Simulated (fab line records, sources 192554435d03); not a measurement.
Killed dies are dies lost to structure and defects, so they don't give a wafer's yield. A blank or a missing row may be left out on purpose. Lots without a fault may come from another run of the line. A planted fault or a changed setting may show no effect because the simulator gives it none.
Which tool did it? | flow n5_finfet | 12 lots, 36 wafers sampled, at 4 steps of a route of 1938

WHAT THE GAUGES READ, wafer by wafer
N5_BEOL_M12_OVL_MEAS_11.
lot  | measured     | on         | V11_OVL (nm)
L076 | day 10 19:27 | overlay-02 | -2 -4 5
L079 | day 11 04:45 | overlay-02 | -14 -9 -4
L078 | day 11 05:20 | overlay-02 | -1 4 7
L080 | day 12 05:10 | overlay-01 | -5 3 -2
L084 | day 12 22:50 | overlay-01 | 4 1 6
L085 | day 13 04:16 | overlay-01 | 5 8 -2
L088 | day 14 03:26 | overlay-01 | 4 -2 -2
L089 | day 14 15:16 | overlay-01 | 4 7 9
L093 | day 14 19:48 | overlay-01 | -5 -8 -8
L092 | day 14 23:21 | overlay-01 | -3 -2 -3
L095 | day 15 23:42 | overlay-02 | -15 -10 -6
L097 | day 16 06:14 | overlay-01 | -6 -5 0

WHICH TOOL RAN EACH LOT (tool, then ch and the chambers of the sampled wafers, then the start)
lot  | N5_BEOL_M11_STRIP_67               | N5_BEOL_M11_DEGAS_44         | N5_BEOL_M11_CMP_52
L076 | rie_diel-02 ch 0,2, day 10 12:40   | pvd_sputter-01, day 10 16:28 | cmp-02 ch 0,1, day 10 18:22
L079 | rie_diel-05 ch 1,2,3, day 10 22:20 | pvd_sputter-02, day 11 02:24 | cmp-01 ch 0,2, day 11 03:43
L078 | rie_diel-04 ch 1,2,3, day 11 00:34 | pvd_sputter-03, day 11 02:59 | cmp-01 ch 0,2,3, day 11 04:23
L080 | rie_diel-05 ch 0,2,3, day 11 23:22 | pvd_sputter-02, day 12 02:56 | cmp-03 ch 0,1,3, day 12 04:08
L084 | rie_diel-05 ch 0,3, day 12 15:17   | pvd_sputter-02, day 12 20:11 | cmp-02 ch 0,1,3, day 12 21:50
L085 | rie_diel-02 ch 1,2, day 12 23:41   | pvd_sputter-02, day 13 01:59 | cmp-02 ch 0,1,3, day 13 03:22
L088 | rie_diel-04 ch 0,1,3, day 13 22:13 | pvd_sputter-03, day 14 01:22 | cmp-01 ch 0,1,3, day 14 02:31
L089 | rie_diel-05 ch 1,2, day 14 09:25   | pvd_sputter-03, day 14 12:49 | cmp-03 ch 0,2, day 14 14:10
L093 | rie_diel-04 ch 0,1,2, day 14 13:50 | pvd_sputter-03, day 14 17:14 | cmp-01 ch 0,1,3, day 14 18:50
L092 | rie_diel-05 ch 0,1,3, day 14 18:45 | pvd_sputter-01, day 14 21:07 | cmp-02 ch 0,1,3, day 14 22:19
L095 | rie_diel-04 ch 1,2,3, day 15 17:51 | pvd_sputter-02, day 15 20:49 | cmp-01 ch 1,2,3, day 15 22:40
L097 | rie_diel-04 ch 0,3, day 16 00:40   | pvd_sputter-03, day 16 03:29 | cmp-03 ch 0,2,3, day 16 05:14
- N5_BEOL_M11_STRIP_67: strips in CF4.
- N5_BEOL_M11_DEGAS_44: time 60 s.
- N5_BEOL_M11_CMP_52: polishes, stops on SiCOH lowk, t overpolish 7 s, target thk 140 nm.

THE ANSWER, worked out from the rows above alone
Rule: what is usual is taken from the lots themselves. Put in order of their means at a reading, lots are off if they are a third of the lots or fewer, leave a main group of 4 or more, and stand apart from it by a gap of 3 or more times the standard deviation of the main group's means; of several such gaps the widest counts. A main group whose means are all the same, to the digits that the tables above print for the reading, isn't used. A lot without any number at a reading at which 4 lots or more have one is off too. The other lots that the step has rows for count as sound.
No lot is off at any reading shown: from this, nothing can be told.

WHAT THE SIMULATOR HAD PUT IN
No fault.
